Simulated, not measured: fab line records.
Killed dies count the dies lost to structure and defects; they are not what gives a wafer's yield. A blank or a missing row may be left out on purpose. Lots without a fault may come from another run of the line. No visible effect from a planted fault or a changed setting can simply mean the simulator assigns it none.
Which tool did it? :: flow n5-finfet :: Sampling: 11 lots, 33 wafers, 2 of 1938 route steps

## WHAT EACH GAUGE READ, for each wafer
N5_MIM_BOT_LITHO_OVL_MEAS_11.
lot: L856
measured: day 11 20:46
on: overlay-01
MIM_BOT_OVL (nm): 4 3 8

lot: L857
measured: day 12 02:53
on: overlay-01
MIM_BOT_OVL (nm): 6 6 0

lot: L858
measured: day 13 01:20
on: overlay-01
MIM_BOT_OVL (nm): 0 -1 -2

lot: L859
measured: day 13 04:48
on: overlay-02
MIM_BOT_OVL (nm): -2 -10 -3

lot: L860
measured: day 13 01:45
on: overlay-01
MIM_BOT_OVL (nm): -4 6 6

lot: L861
measured: day 13 15:25
on: overlay-02
MIM_BOT_OVL (nm): -8 -10 -6

lot: L872
measured: day 16 13:58
on: overlay-02
MIM_BOT_OVL (nm): -7 7 0

lot: L873
measured: day 16 19:46
on: overlay-02
MIM_BOT_OVL (nm): -3 -5 -4

lot: L875
measured: day 17 02:37
on: overlay-01
MIM_BOT_OVL (nm): 5 5 6

lot: L877
measured: day 17 03:07
on: overlay-02
MIM_BOT_OVL (nm): 0 -2 2

lot: L878
measured: day 17 07:27
on: overlay-01
MIM_BOT_OVL (nm): 7 -8 1

## WHAT TOOL EACH LOT RAN ON (gives the tool, then ch and the chambers of the sampled wafers, and finally the start)
lot: L856
N5_DUMMY_GATE_CVD_03: lpcvd-01 ch 1/100,1/90,1/95, day 2 14:29

lot: L857
N5_DUMMY_GATE_CVD_03: lpcvd-01 ch 0/15,0/25,0/34, day 2 21:01

lot: L858
N5_DUMMY_GATE_CVD_03: lpcvd-01 ch 0/15,0/29,0/34, day 3 01:48

lot: L859
N5_DUMMY_GATE_CVD_03: lpcvd-01 ch 1/40,1/50,1/59, day 3 07:22

lot: L860
N5_DUMMY_GATE_CVD_03: lpcvd-01 ch 1/15,1/34,1/39, day 3 12:55

lot: L861
N5_DUMMY_GATE_CVD_03: lpcvd-01 ch 0/40,0/50,0/59, day 3 19:01

lot: L872
N5_DUMMY_GATE_CVD_03: lpcvd-02 ch 0/15,0/34,0/39, day 6 13:28

lot: L873
N5_DUMMY_GATE_CVD_03: lpcvd-02 ch 0/100,0/114,0/90, day 6 19:29

lot: L875
N5_DUMMY_GATE_CVD_03: lpcvd-02 ch 0/100,0/109,0/114, day 7 08:07

lot: L877
N5_DUMMY_GATE_CVD_03: lpcvd-02 ch 0/15,0/20,0/29, day 7 19:29

lot: L878
N5_DUMMY_GATE_CVD_03: lpcvd-02 ch 1/29,1/34,1/39, day 8 01:25
- N5_DUMMY_GATE_CVD_03: deposits a-Si from SiH4, target thk 150 nm, time 8042 s.

## THE ANSWER, worked out from the rows above alone
Rule: the lots themselves supply what counts as usual. The widest of any qualifying gaps counts: lots, ordered by their means at a reading, are off when they make up no more than a third of the lots, leave a main group of 4 or more, and stand apart from it by 3 or more times the standard deviation of that group's means. A main group is skipped when, at the precision printed for the reading in the tables above, its means are all equal. A lot without any number at a reading at which 4 lots or more have one is off too. Any other lot the step has rows for is counted as sound.
Across all readings shown, no lot is off: no conclusion can be drawn from this.

## WHAT THE SIMULATOR PUT IN
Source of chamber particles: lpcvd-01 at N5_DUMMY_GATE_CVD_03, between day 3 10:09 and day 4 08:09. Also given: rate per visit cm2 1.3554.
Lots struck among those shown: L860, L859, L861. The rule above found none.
